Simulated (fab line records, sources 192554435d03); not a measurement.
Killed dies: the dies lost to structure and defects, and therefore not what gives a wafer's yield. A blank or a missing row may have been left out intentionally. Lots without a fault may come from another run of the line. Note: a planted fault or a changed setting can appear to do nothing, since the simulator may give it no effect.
The tool behind it: which one? :: flow n5-finfet :: 24 lots with 72 wafers sampled at 2 steps, on a route of 1938 steps

## WHAT EACH GAUGE READ, for each wafer
N5_BEOL_M7_THK_MEAS_01.
lot: L074
measured: day 9 04:04
on: film-metro-01
M7_ILD_THK (nm): 156.5 157.2 157.0

lot: L075
measured: day 9 05:55
on: film-metro-01
M7_ILD_THK (nm): 154.2 154.1 157.4

lot: L076
measured: day 9 14:13
on: film-metro-02
M7_ILD_THK (nm): 155.9 156.2 158.7

lot: L077
measured: day 9 22:17
on: film-metro-01
M7_ILD_THK (nm): 154.8 154.8 157.8

lot: L078
measured: day 10 04:43
on: film-metro-02
M7_ILD_THK (nm): 153.0 159.7 155.0

lot: L080
measured: day 10 13:20
on: film-metro-02
M7_ILD_THK (nm): 152.7 153.5 155.9

lot: L079
measured: day 10 22:02
on: film-metro-02
M7_ILD_THK (nm): 153.7 154.0 155.9

lot: L081
measured: day 10 23:12
on: film-metro-01
M7_ILD_THK (nm): 154.4 155.7 157.2

lot: L083
measured: day 11 04:00
on: film-metro-01
M7_ILD_THK (nm): 157.5 156.2 159.1

lot: L082
measured: day 11 10:51
on: film-metro-01
M7_ILD_THK (nm): 153.8 155.1 155.4

lot: L084
measured: day 11 22:39
on: film-metro-02
M7_ILD_THK (nm): 156.3 154.0 155.5

lot: L085
measured: day 12 03:04
on: film-metro-02
M7_ILD_THK (nm): 153.8 154.4 156.5

lot: L086
measured: day 12 06:52
on: film-metro-01
M7_ILD_THK (nm): 156.4 162.1 158.6

lot: L087
measured: day 12 12:56
on: film-metro-02
M7_ILD_THK (nm): 155.5 156.2 157.5

lot: L088
measured: day 12 16:27
on: film-metro-01
M7_ILD_THK (nm): 154.0 157.8 155.2

lot: L089
measured: day 12 20:44
on: film-metro-01
M7_ILD_THK (nm): 158.2 156.4 159.3

lot: L090
measured: day 13 02:05
on: film-metro-01
M7_ILD_THK (nm): 153.3 155.0 156.6

lot: L091
measured: day 13 05:22
on: film-metro-02
M7_ILD_THK (nm): 154.8 155.6 157.7

lot: L092
measured: day 13 17:51
on: film-metro-01
M7_ILD_THK (nm): 153.4 154.0 156.4

lot: L094
measured: day 13 22:29
on: film-metro-01
M7_ILD_THK (nm): 153.2 155.6 155.7

lot: L093
measured: day 14 05:26
on: film-metro-01
M7_ILD_THK (nm): 152.5 153.4 154.0

lot: L095
measured: day 14 15:55
on: film-metro-02
M7_ILD_THK (nm): 153.1 155.4 158.9

lot: L096
measured: day 14 18:46
on: film-metro-02
M7_ILD_THK (nm): 153.2 154.4 155.9

lot: L097
measured: day 15 06:28
on: film-metro-01
M7_ILD_THK (nm): 155.6 156.9 157.7

## EACH LOT AND THE TOOL THAT RAN IT (in order: tool; ch and the chambers of the sampled wafers; start)
lot: L074
N5_BEOL_M6_ALD_77: ald-metal-02 ch 0,1, day 8 22:49

lot: L075
N5_BEOL_M6_ALD_77: ald-metal-02 ch 1,3, day 9 01:44

lot: L076
N5_BEOL_M6_ALD_77: ald-metal-02 ch 0,1, day 9 10:43

lot: L077
N5_BEOL_M6_ALD_77: ald-metal-02 ch 1,2, day 9 16:25

lot: L078
N5_BEOL_M6_ALD_77: ald-metal-04 ch 0,1,3, day 9 23:48

lot: L080
N5_BEOL_M6_ALD_77: ald-metal-02 ch 0,1, day 10 08:09

lot: L079
N5_BEOL_M6_ALD_77: ald-metal-04 ch 0,3, day 10 15:55

lot: L081
N5_BEOL_M6_ALD_77: ald-metal-03 ch 0,3, day 10 16:08

lot: L083
N5_BEOL_M6_ALD_77: ald-metal-02 ch 0,2,3, day 10 23:12

lot: L082
N5_BEOL_M6_ALD_77: ald-metal-04 ch 1,2,3, day 11 08:12

lot: L084
N5_BEOL_M6_ALD_77: ald-metal-03 ch 1,3, day 11 19:46

lot: L085
N5_BEOL_M6_ALD_77: ald-metal-02 ch 0,1,2, day 11 23:01

lot: L086
N5_BEOL_M6_ALD_77: ald-metal-02 ch 0,1, day 12 03:05

lot: L087
N5_BEOL_M6_ALD_77: ald-metal-04 ch 1,2,3, day 12 10:40

lot: L088
N5_BEOL_M6_ALD_77: ald-metal-02 ch 0,1, day 12 13:52

lot: L089
N5_BEOL_M6_ALD_77: ald-metal-03 ch 0,2,3, day 12 17:05

lot: L090
N5_BEOL_M6_ALD_77: ald-metal-03 ch 0,2, day 12 23:32

lot: L091
N5_BEOL_M6_ALD_77: ald-metal-02 ch 2,3, day 13 03:10

lot: L092
N5_BEOL_M6_ALD_77: ald-metal-03 ch 0,3, day 13 15:37

lot: L094
N5_BEOL_M6_ALD_77: ald-metal-04 ch 1,2,3, day 13 19:17

lot: L093
N5_BEOL_M6_ALD_77: ald-metal-03 ch 1,2,3, day 14 02:29

lot: L095
N5_BEOL_M6_ALD_77: ald-metal-02 ch 0,1,3, day 14 11:55

lot: L096
N5_BEOL_M6_ALD_77: ald-metal-03 ch 1,3, day 14 14:43

lot: L097
N5_BEOL_M6_ALD_77: ald-metal-03 ch 1,2,3, day 15 02:07
- N5_BEOL_M6_ALD_77: deposits TaN, target thk 2 nm, pulse time 2 s, purge time 3 s.

## WHAT THE TOOLS THEMSELVES READ (means of the sampled wafers that have a number; where no wafer has one, the mark that the record gives instead)
N5_BEOL_M6_ALD_77.
lot: L074
tool: ald-metal-02
heater-power-w (W): 413

lot: L075
tool: ald-metal-02
heater-power-w (W): 429

lot: L076
tool: ald-metal-02
heater-power-w (W): 420

lot: L077
tool: ald-metal-02
heater-power-w (W): 456

lot: L078
tool: ald-metal-04
heater-power-w (W): 362

lot: L080
tool: ald-metal-02
heater-power-w (W): 425

lot: L079
tool: ald-metal-04
heater-power-w (W): 374

lot: L081
tool: ald-metal-03
heater-power-w (W): 420

lot: L083
tool: ald-metal-02
heater-power-w (W): 432

lot: L082
tool: ald-metal-04
heater-power-w (W): 358

lot: L084
tool: ald-metal-03
heater-power-w (W): 489

lot: L085
tool: ald-metal-02
heater-power-w (W): 438

lot: L086
tool: ald-metal-02
heater-power-w (W): 418

lot: L087
tool: ald-metal-04
heater-power-w (W): 360

lot: L088
tool: ald-metal-02
heater-power-w (W): 421

lot: L089
tool: ald-metal-03
heater-power-w (W): 444

lot: L090
tool: ald-metal-03
heater-power-w (W): 413

lot: L091
tool: ald-metal-02
heater-power-w (W): 451

lot: L092
tool: ald-metal-03
heater-power-w (W): 416

lot: L094
tool: ald-metal-04
heater-power-w (W): 364

lot: L093
tool: ald-metal-03
heater-power-w (W): 457

lot: L095
tool: ald-metal-02
heater-power-w (W): 425

lot: L096
tool: ald-metal-03
heater-power-w (W): 485

lot: L097
tool: ald-metal-03
heater-power-w (W): 462

## THE ANSWER, worked out from the rows above alone
Rule: the lots themselves supply what counts as usual. The widest of any qualifying gaps counts: lots, ordered by their means at a reading, are off when they make up no more than a third of the lots, leave a main group of 4 or more, and stand apart from it by 3 or more times the standard deviation of that group's means. Not used: any main group whose means are identical at the precision the tables above print for the reading. A lot without any number at a reading at which 4 lots or more have one is off too. All remaining lots with rows at the step are treated as sound. The gauges are gone through in route order, then the tools' own readings, and for those a lot's mean is taken as printed above. At the first step where some lot is off, the reading lying furthest off is the one used; lots without a number count as furthest.
No lot is off on any of the readings shown, so nothing can be concluded from this.

## WHAT WAS PUT IN BY THE SIMULATOR
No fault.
